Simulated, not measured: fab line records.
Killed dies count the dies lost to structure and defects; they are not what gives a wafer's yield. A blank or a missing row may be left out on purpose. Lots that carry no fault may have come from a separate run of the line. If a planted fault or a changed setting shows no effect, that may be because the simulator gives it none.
2 desks looking at one fault	flow n5-finfet	only its own numbers are on each desk; what lay behind them is given at the end

## FOR THE TOOL OWNER'S DESK: rie-metal-03
The tool's own readings at N5_BEOL_M6_HM_OPEN_17 (chemistry Cl2/BCl3, target TiN, target depth 20 nm, overetch 6 nm): means of the sampled wafers that have a number, for each lot that ran on this tool. Any lot whose mean is over 4 standard deviations away from the usual mean is out of limits and marked OUT; that distance is given in the brackets.
Columns: A = bcl3-flow-sccm at N5_BEOL_M6_HM_OPEN_17, usual 21.74 sccm; B = drypump-motor-current-A at N5_BEOL_M6_HM_OPEN_17, usual 5.2 A; C = he-backside-leak-sccm at N5_BEOL_M6_HM_OPEN_17, usual 3.25 sccm; D = oes-product-au at N5_BEOL_M6_HM_OPEN_17, usual 0.66 a.u.; E = rf-fwd-power-W at N5_BEOL_M6_HM_OPEN_17, usual 994 W; F = throttle-valve-pct at N5_BEOL_M6_HM_OPEN_17, usual 22.16 %
lot	first seen here	A	B	C	D	E	F
L629	day 10 13:45	21.72	4.7	3.25	0.66	994	22.20
L630	day 10 20:34	21.77	4.7	3.17	0.65	997	22.21
L632	day 11 03:23	21.74	4.8	3.21	0.65	995	22.29
L644	day 14 02:03	21.82	4.7	3.09	0.63	995	22.31
Result from this desk: across the 4 lots, nothing is out of limits.

## THE DEFECT DESK
Per lot, the means of the sampled wafers with a number show what the inspections along the route counted. Any lot whose mean is over 4 standard deviations away from the usual mean is out of limits and marked OUT; that distance is given in the brackets.
Columns: A = raw-defect-count at N5_BEOL_M6_INSPECT_30, usual 403
lot	first seen here	A
L629	day 10 14:31	691
L630	day 10 22:50	805 (+4.4) OUT
L632	day 11 05:23	771
L643	day 14 01:05	361
L644	day 14 02:50	373
This desk finds L630 out of limits, L630 being first, at day 10 22:50 (raw-defect-count at N5_BEOL_M6_INSPECT_30). Within limits: L629, L632, L643, L644.

## ALL TOGETHER
The defect desk could have raised an alarm at day 10 22:50, on L630.
The tool owner's desk saw nothing out of limits.
On record at the tool owner's desk: L630, within its limits.
On rie-metal-03, each named lot ran N5_BEOL_M6_HM_OPEN_17.

## WHAT THE SIMULATOR PUT IN
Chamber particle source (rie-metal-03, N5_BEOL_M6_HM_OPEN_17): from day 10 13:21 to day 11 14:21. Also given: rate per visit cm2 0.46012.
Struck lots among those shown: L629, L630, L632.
Hours from the fault's start to each desk's first reading out of limits: the defect desk, 9.
